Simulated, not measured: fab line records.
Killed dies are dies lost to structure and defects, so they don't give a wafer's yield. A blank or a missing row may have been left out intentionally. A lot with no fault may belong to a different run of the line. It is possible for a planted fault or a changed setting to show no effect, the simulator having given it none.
What tool caused it? -- flow nand_harc -- Sampling: 24 lots, 72 wafers, 4 of 1159 route steps

WHAT THE GAUGES READ, wafer by wafer
NHARC_P_CONTACT_CD_MEAS_19.
lot,measured,on,cd_nm (nm)
L074,day 5 13:44,cd_sem-03,91.9 88.0 86.7
L075,day 5 14:49,cd_sem-02,86.9 89.2 88.3
L077,day 6 04:40,cd_sem-02,86.4 90.9 84.1
L076,day 6 01:37,cd_sem-02,90.4 92.3 90.3
L078,day 6 17:49,cd_sem-02,92.0 91.3 87.5
L079,day 6 17:04,cd_sem-03,87.6 90.6 88.6
L080,day 7 06:38,cd_sem-03,87.0 87.6 90.4
L081,day 7 06:50,cd_sem-03,84.2 90.6 86.7
L082,day 7 20:14,cd_sem-03,86.8 89.3 85.5
L083,day 7 19:22,cd_sem-02,91.7 87.8 88.2
L084,day 7 18:55,cd_sem-03,89.6 94.8 85.8
L085,day 8 23:20,cd_sem-03,90.5 89.0 92.4
L086,day 9 03:46,cd_sem-02,87.8 88.5 90.7
L087,day 8 20:25,cd_sem-03,86.1 87.2 86.4
L088,day 8 22:20,cd_sem-02,90.1 87.5 86.6
L089,day 9 10:47,cd_sem-02,88.1 88.0 88.5
L090,day 9 15:26,cd_sem-03,91.7 89.6 90.9
L091,day 9 20:19,cd_sem-03,92.0 92.1 92.2
L092,day 9 19:33,cd_sem-02,94.6 87.3 92.2
L093,day 10 05:40,cd_sem-02,86.8 88.7 86.7
L094,day 10 12:24,cd_sem-03,87.2 86.1 91.5
L095,day 10 23:48,cd_sem-03,88.7 90.5 90.8
L096,day 10 22:56,cd_sem-02,89.3 88.3 91.9
L097,day 11 03:34,cd_sem-03,87.3 90.7 91.3

WHAT TOOL EACH LOT RAN ON (gives the tool, then ch and the chambers of the sampled wafers, and finally the start)
lot,NHARC_P_STI_DESCUM_14,NHARC_P_GATE_DESCUM_31,NHARC_P_GATE_STRIP_112
L074,"rie_diel-07 ch 1,2,3, day 2 13:40","rie_diel-03 ch 0,2,3, day 4 15:58","plasma_asher-02 ch 0,1, day 5 06:37"
L075,"rie_diel-08 ch 1,2,3, day 2 13:50","rie_diel-03 ch 0,2,3, day 4 16:16","plasma_asher-02 ch 0,1, day 5 06:56"
L077,"rie_diel-07 ch 0,2,3, day 3 02:30","rie_diel-10 ch 1,2,3, day 5 04:38","plasma_asher-02 ch 0,1, day 5 21:40"
L076,"rie_diel-08 ch 0,2,3, day 3 02:39","rie_diel-10 ch 2,3, day 5 04:53","plasma_asher-02 ch 0,1, day 5 18:58"
L078,"rie_diel-08 ch 0,3, day 3 13:31","rie_diel-03 ch 1,2,3, day 5 20:33","plasma_asher-02 ch 0,1, day 6 10:42"
L079,"rie_diel-07 ch 0,2,3, day 3 13:43","rie_diel-11 ch 0,2,3, day 5 20:08","plasma_asher-01 ch 0,1, day 6 10:05"
L080,"rie_diel-04 ch 1,2, day 3 23:14","rie_diel-03 ch 0,1, day 6 09:22","plasma_asher-02 ch 0,1, day 6 23:41"
L081,"rie_diel-07 ch 1,2,3, day 4 05:35","rie_diel-11 ch 0,2,3, day 6 09:34","plasma_asher-02 ch 0, day 7 00:01"
L082,"rie_diel-04 ch 0,1,3, day 4 11:13","rie_diel-03 ch 0,1,2, day 6 20:52","plasma_asher-01 ch 0,1, day 7 13:23"
L083,"rie_diel-07 ch 0,2, day 4 19:42","rie_diel-03 ch 0,3, day 6 21:41","plasma_asher-02 ch 0,1, day 7 12:12"
L084,"rie_diel-08 ch 0,1,3, day 4 19:52","rie_diel-03 ch 1,3, day 6 21:29","plasma_asher-01 ch 0,1, day 7 12:01"
L085,"rie_diel-04 ch 0,2,3, day 5 06:28","rie_diel-03 ch 0,1,3, day 8 00:01","plasma_asher-01 ch 0,1, day 8 16:17"
L086,"rie_diel-08 ch 0,1,2, day 5 12:52","rie_diel-03 ch 1,2,3, day 8 01:06","plasma_asher-01 ch 0,1, day 8 20:47"
L087,"rie_diel-08 ch 0,3, day 5 18:28","rie_diel-03 ch 1,2, day 7 23:16","plasma_asher-02 ch 0,1, day 8 13:37"
L088,"rie_diel-08 ch 1,2, day 6 00:50","rie_diel-11 ch 1,2, day 8 00:38","plasma_asher-02 ch 0,1, day 8 14:59"
L089,"rie_diel-04 ch 0,1, day 6 06:47","rie_diel-03 ch 0,2, day 8 11:20","plasma_asher-01 ch 0,1, day 9 03:32"
L090,"rie_diel-04 ch 0,2, day 6 11:31","rie_diel-03 ch 1,2,3, day 8 16:22","plasma_asher-01 ch 0,1, day 9 08:23"
L091,"rie_diel-04 ch 1,2, day 6 19:53","rie_diel-10 ch 2,3, day 8 22:35","plasma_asher-02 ch 0,1, day 9 12:44"
L092,"rie_diel-08 ch 0,1,2, day 6 19:56","rie_diel-10 ch 1,2,3, day 8 21:56","plasma_asher-01 ch 0,1, day 9 12:31"
L093,"rie_diel-07 ch 0,1, day 7 05:23","rie_diel-10 ch 0,2,3, day 9 08:02","plasma_asher-02 ch 0,1, day 9 22:11"
L094,"rie_diel-07 ch 0,1, day 7 13:34","rie_diel-03 ch 0,2,3, day 9 15:01","plasma_asher-01 ch 0,1, day 10 05:17"
L095,"rie_diel-07 ch 2,3, day 7 19:38","rie_diel-11 ch 0,3, day 10 01:57","plasma_asher-02 ch 0,1, day 10 16:24"
L096,"rie_diel-07 ch 0,2,3, day 8 01:59","rie_diel-10 ch 1,2,3, day 10 01:48","plasma_asher-02 ch 0,1, day 10 16:11"
L097,"rie_diel-04 ch 1,2,3, day 8 02:08","rie_diel-10 ch 1,2, day 10 06:00","plasma_asher-02 ch 0,1, day 10 20:38"
- NHARC_P_STI_DESCUM_14: chemistry O2, time 3 s.
- NHARC_P_GATE_DESCUM_31: chemistry O2, time 3 s.
- NHARC_P_GATE_STRIP_112: strips in N2/H2, time 200 s.

AS READ BY THE TOOLS THEMSELVES (means over the sampled wafers that have a number; for cases with no such wafer, the mark the record gives instead)
NHARC_P_STI_DESCUM_14.
lot,tool,drypump_motor_current_A (A),oes_product_au (a.u.),rf_vpp_V (V),showerhead_plenum_p_Torr (Torr),throttle_valve_pct (%)
L074,rie_diel-07,5.6,0.997,58.2,1.94,11.303
L075,rie_diel-08,5.8,1.011,58.0,1.94,11.320
L077,rie_diel-07,5.7,1.005,58.2,1.95,11.323
L076,rie_diel-08,6.2,1.012,57.7,1.95,11.311
L078,rie_diel-08,6.4,1.014,57.9,1.99,11.318
L079,rie_diel-07,5.8,0.994,56.9,1.95,11.311
L080,rie_diel-04,5.8,0.990,58.1,1.92,11.312
L081,rie_diel-07,5.6,0.987,57.7,1.94,11.302
L082,rie_diel-04,5.7,0.996,58.1,1.93,11.307
L083,rie_diel-07,6.0,0.993,58.7,2.01,11.311
L084,rie_diel-08,6.0,1.003,57.9,1.98,11.311
L085,rie_diel-04,5.5,1.005,58.4,2.00,11.317
L086,rie_diel-08,5.8,1.014,58.4,1.97,11.318
L087,rie_diel-08,6.4,1.009,58.9,1.99,11.302
L088,rie_diel-08,5.4,1.014,58.5,1.95,11.306
L089,rie_diel-04,5.9,0.989,58.3,1.93,11.316
L090,rie_diel-04,5.6,0.980,59.3,2.00,11.307
L091,rie_diel-04,5.8,0.994,58.0,1.92,11.312
L092,rie_diel-08,5.8,1.006,58.4,1.97,11.317
L093,rie_diel-07,5.6,1.003,57.2,1.94,11.309
L094,rie_diel-07,5.8,1.005,57.6,1.95,11.316
L095,rie_diel-07,5.8,1.001,58.4,1.97,11.314
L096,rie_diel-07,5.8,1.000,59.7,1.95,11.311
L097,rie_diel-04,5.5,1.016,57.7,1.96,11.307

NHARC_P_GATE_DESCUM_31.
lot,tool,drypump_motor_current_A (A),oes_product_au (a.u.),rf_vpp_V (V),showerhead_plenum_p_Torr (Torr),throttle_valve_pct (%)
L074,rie_diel-03,5.6,1.000,58.1,1.98,11.309
L075,rie_diel-03,5.6,0.999,57.9,1.98,11.309
L077,rie_diel-10,5.5,1.009,57.8,1.90,11.312
L076,rie_diel-10,5.8,0.997,58.2,1.99,11.307
L078,rie_diel-03,5.4,1.007,57.3,1.92,11.304
L079,rie_diel-11,6.1,1.002,57.5,1.81,11.301
L080,rie_diel-03,5.4,1.009,58.3,1.94,11.314
L081,rie_diel-11,6.1,1.004,57.0,1.80,11.302
L082,rie_diel-03,5.5,1.007,58.7,2.01,11.313
L083,rie_diel-03,5.6,0.994,58.3,1.90,11.315
L084,rie_diel-03,5.4,0.988,57.2,1.83,11.312
L085,rie_diel-03,5.5,1.004,58.5,1.91,11.311
L086,rie_diel-03,5.4,1.002,57.2,1.91,11.311
L087,rie_diel-03,5.4,1.005,57.5,2.00,11.317
L088,rie_diel-11,5.9,0.995,57.5,1.80,11.310
L089,rie_diel-03,5.6,1.004,58.7,2.06,11.315
L090,rie_diel-03,5.4,0.996,57.3,1.91,11.306
L091,rie_diel-10,5.5,1.021,58.2,1.93,11.304
L092,rie_diel-10,5.5,1.008,57.5,1.90,11.307
L093,rie_diel-10,5.6,0.996,57.8,1.93,11.314
L094,rie_diel-03,5.6,0.999,57.9,1.97,11.315
L095,rie_diel-11,6.3,0.977,59.2,1.99,11.309
L096,rie_diel-10,5.5,1.015,57.7,1.90,11.298
L097,rie_diel-10,5.5,1.026,56.9,1.86,11.310

NHARC_P_GATE_STRIP_112.
lot,tool,drypump_motor_current_A (A),heater_power_w (W)
L074,plasma_asher-02,5.55,98
L075,plasma_asher-02,5.42,95
L077,plasma_asher-02,5.42,94
L076,plasma_asher-02,5.43,95
L078,plasma_asher-02,5.43,96
L079,plasma_asher-01,5.41,94
L080,plasma_asher-02,5.44,94
L081,plasma_asher-02,5.67,99
L082,plasma_asher-01,5.61,95
L083,plasma_asher-02,5.54,97
L084,plasma_asher-01,5.61,95
L085,plasma_asher-01,5.63,96
L086,plasma_asher-01,5.39,95
L087,plasma_asher-02,5.42,95
L088,plasma_asher-02,5.55,97
L089,plasma_asher-01,5.59,95
L090,plasma_asher-01,5.42,93
L091,plasma_asher-02,5.43,97
L092,plasma_asher-01,5.39,93
L093,plasma_asher-02,5.41,96
L094,plasma_asher-01,5.58,96
L095,plasma_asher-02,5.42,96
L096,plasma_asher-02,5.54,95
L097,plasma_asher-02,5.40,96

THE ANSWER, worked out from the rows above alone
Rule: what is usual is taken from the lots themselves. The widest of any qualifying gaps counts: lots, ordered by their means at a reading, are off when they make up no more than a third of the lots, leave a main group of 4 or more, and stand apart from it by 3 or more times the standard deviation of that group's means. A main group is skipped when, at the precision printed for the reading in the tables above, its means are all equal. Also off: a lot with no number at a reading for which 4 or more lots have one. The other lots that the step has rows for count as sound. First the gauges in route order, then the tools' own readings, where a lot's mean is used as printed above. The first step at which some lot is off is used, and at that step the reading that is off furthest; a lot without a number counts as furthest.
No lot is off on any of the readings shown, so nothing can be concluded from this.

WHAT WAS PUT IN BY THE SIMULATOR
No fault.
